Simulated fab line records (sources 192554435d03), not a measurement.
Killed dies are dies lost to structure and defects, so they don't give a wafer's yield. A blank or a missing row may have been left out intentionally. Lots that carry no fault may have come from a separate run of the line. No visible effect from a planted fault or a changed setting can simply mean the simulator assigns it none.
Which tool was responsible? -- flow n5-finfet -- 24 lots, 72 wafers sampled, at 2 steps of a route of 1938

## WHAT THE GAUGES SHOWED, per wafer
N5_BEOL_M9_OVL_MEAS_12. Usual: M9_OVL gives -0.5 nm (standard deviation 0.66).
lot,measured,on,M9_OVL (nm),flag
L074,day 9 14:22,overlay-01,-0.3 -0.9 -0.3,
L075,day 9 18:32,overlay-01,-0.6 -1.0 -1.6,
L077,day 10 02:42,overlay-02,-0.1 -1.7 -0.4,
L078,day 10 07:41,overlay-01,-1.6 1.0 0.0,
L079,day 10 11:18,overlay-02,-0.8 0.0 -0.6,
L080,day 10 20:45,overlay-01,1.3 -0.5 0.1,
L081,day 11 08:19,overlay-01,-2.1 -1.4 -1.4,
L082,day 11 11:49,overlay-02,-0.6 -0.1 -1.9,
L083,day 12 10:14,overlay-01,0.1 0.3 -0.6,
L084,day 12 18:27,overlay-01,-1.1 -0.1 0.2,
L086,day 12 22:01,overlay-02,0.0 0.2 -0.3,
L085,day 12 22:26,overlay-02,0.5 -0.6 -0.4,
L087,day 13 05:37,overlay-01,-0.1 0.1 -0.5,
L089,day 13 11:55,overlay-02,-0.2 0.4 0.4,
L088,day 13 14:53,overlay-01,-0.1 -0.1 -0.6,
L090,day 13 15:13,overlay-01,-0.5 -1.1 -0.3,
L091,day 14 06:14,overlay-01,1.2 -0.7 0.8,
L092,day 14 07:02,overlay-01,-0.3 -1.3 -0.1,
L093,day 14 09:53,overlay-01,-0.8 -0.6 -0.4,
L094,day 15 13:51,overlay-01,-0.5 -0.1 -0.4,
L076,day 15 14:04,overlay-02,-1.1 -0.6 -1.2,
L095,day 15 18:29,overlay-01,-0.4 -0.1 -0.2,
L097,day 16 11:25,overlay-01,-0.8 0.1 0.2,
L096,day 17 04:16,overlay-02,-0.9 -0.5 -0.3,

N5_BEOL_M9_INSPECT_13: inspects for defects (brightfield). Usual: raw-defect-count reads 390 (standard deviation 84).
lot,measured,on,raw-defect-count,flag
L074,day 9 14:23,defect-inspect-01,396 522 411,
L075,day 9 18:34,defect-inspect-01,611 322 380,
L077,day 10 02:44,defect-inspect-01,207 257 253,
L078,day 10 07:43,defect-inspect-01,389 437 463,
L079,day 10 11:19,defect-inspect-01,509 475 396,
L080,day 10 20:47,defect-inspect-02,382 354 335,
L081,day 11 08:20,defect-inspect-01,455 310 370,
L082,day 11 11:50,defect-inspect-02,323 307 358,
L083,day 12 10:16,defect-inspect-01,309 344 366,
L084,day 12 18:29,defect-inspect-01,316 346 351,
L086,day 12 22:02,defect-inspect-02,308 273 277,
L085,day 12 22:27,defect-inspect-02,266 318 357,
L087,day 13 05:38,defect-inspect-01,413 399 381,
L089,day 13 11:56,defect-inspect-02,377 409 485,
L088,day 13 14:55,defect-inspect-02,390 362 220,
L090,day 13 15:14,defect-inspect-01,377 428 429,
L091,day 14 06:16,defect-inspect-01,332 544 385,
L092,day 14 07:03,defect-inspect-01,393 363 551,
L093,day 14 09:55,defect-inspect-01,277 245 415,
L094,day 15 13:52,defect-inspect-01,522 457 420,
L076,day 15 14:05,defect-inspect-02,354 385 448,
L095,day 15 18:31,defect-inspect-01,339 634 377,
L097,day 16 11:26,defect-inspect-02,407 438 392,
L096,day 17 04:17,defect-inspect-02,353 351 296,

## WHICH TOOL RAN EACH LOT (tool, then ch and the chambers of the sampled wafers, then the start)
Before these readings, the record contains no process step.

## WHAT THE TOOLS THEMSELVES READ (means of the sampled wafers that have a number; where no wafer has one, the mark that the record gives instead)
The record holds no such reading with a usual standard deviation.

## THE ANSWER, worked out from the rows above alone
Rule: lot off if the mean of its wafers having a number is beyond 3 standard deviations from the usual mean. A lot without any number at a reading at which 4 lots or more have one is off too. Where the step has rows for the other lots, those lots are counted as sound. Order of review: gauges by route order, followed by the tools' own readings, for which a lot's mean as printed above is used. The first step at which some lot is off is used, and at that step the reading that is off furthest; a lot without a number counts as furthest.
Across all readings shown, no lot is off: no conclusion can be drawn from this.

## WHAT THE SIMULATOR HAD INSERTED
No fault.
